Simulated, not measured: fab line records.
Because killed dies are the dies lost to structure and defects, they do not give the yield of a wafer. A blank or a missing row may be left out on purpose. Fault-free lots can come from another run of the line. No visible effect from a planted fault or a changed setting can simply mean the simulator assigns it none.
Chamber matching	flow nand_harc	pecvd-02 running NHARC_P_M0_DEP_32: 3 sister chambers
The step deposits SiCN, target thk 30 nm. 6 wafers are shown with their chamber, then 11 later ones without.

## WAFERS, EACH WITH ITS CHAMBER
wafer	chamber	heater_power_w (W)
L092.2	2	783
L092.6	1	544
L091.1	0	442
L091.4	2	674
L091.6	1	557
L093.3	0	497

## WAFERS WITHOUT THEIR CHAMBER
wafer	heater_power_w (W)
L093.4	672
L093.6	640
L094.1	773
L094.2	477
L094.3	675
L094.4	557
L094.5	782
L094.6	485
L096.1	484
L096.2	595
L096.5	485

## CHAMBER TAKEN BY EACH
wafer	from the rows above	in truth
L093.4	can't be placed: 2 or 1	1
L093.6	can't be placed: 2 or 1 or 0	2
L094.1	2	2
L094.2	can't be placed: 0 or 1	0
L094.3	can't be placed: 2 or 1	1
L094.4	can't be placed: 1 or 0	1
L094.5	2	2
L094.6	can't be placed: 0 or 1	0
L096.1	can't be placed: 0 or 1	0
L096.2	can't be placed: 1 or 0 or 2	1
L096.5	can't be placed: 0 or 1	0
Correctly placed: 2 of 11. From these rows, 9 cannot be placed; in 9 the true chamber is one of the candidates. 0 placed wrongly.
How it was worked out, from the rows above alone: a wafer's distance from a chamber is the root of the sum, over the readings, of the square of ((its reading less the chamber's mean) divided by the reading's scatter). If the next closest chamber is less than 2 further off than the closest, the wafer can't be placed; otherwise it belongs to the closest. For every chamber, the mean is computed from those of its wafers that are shown. How the scatter is found: for the shown wafers, subtract from each reading the mean of its chamber, square and add these, divide the total by (wafers less chambers), then take the root.
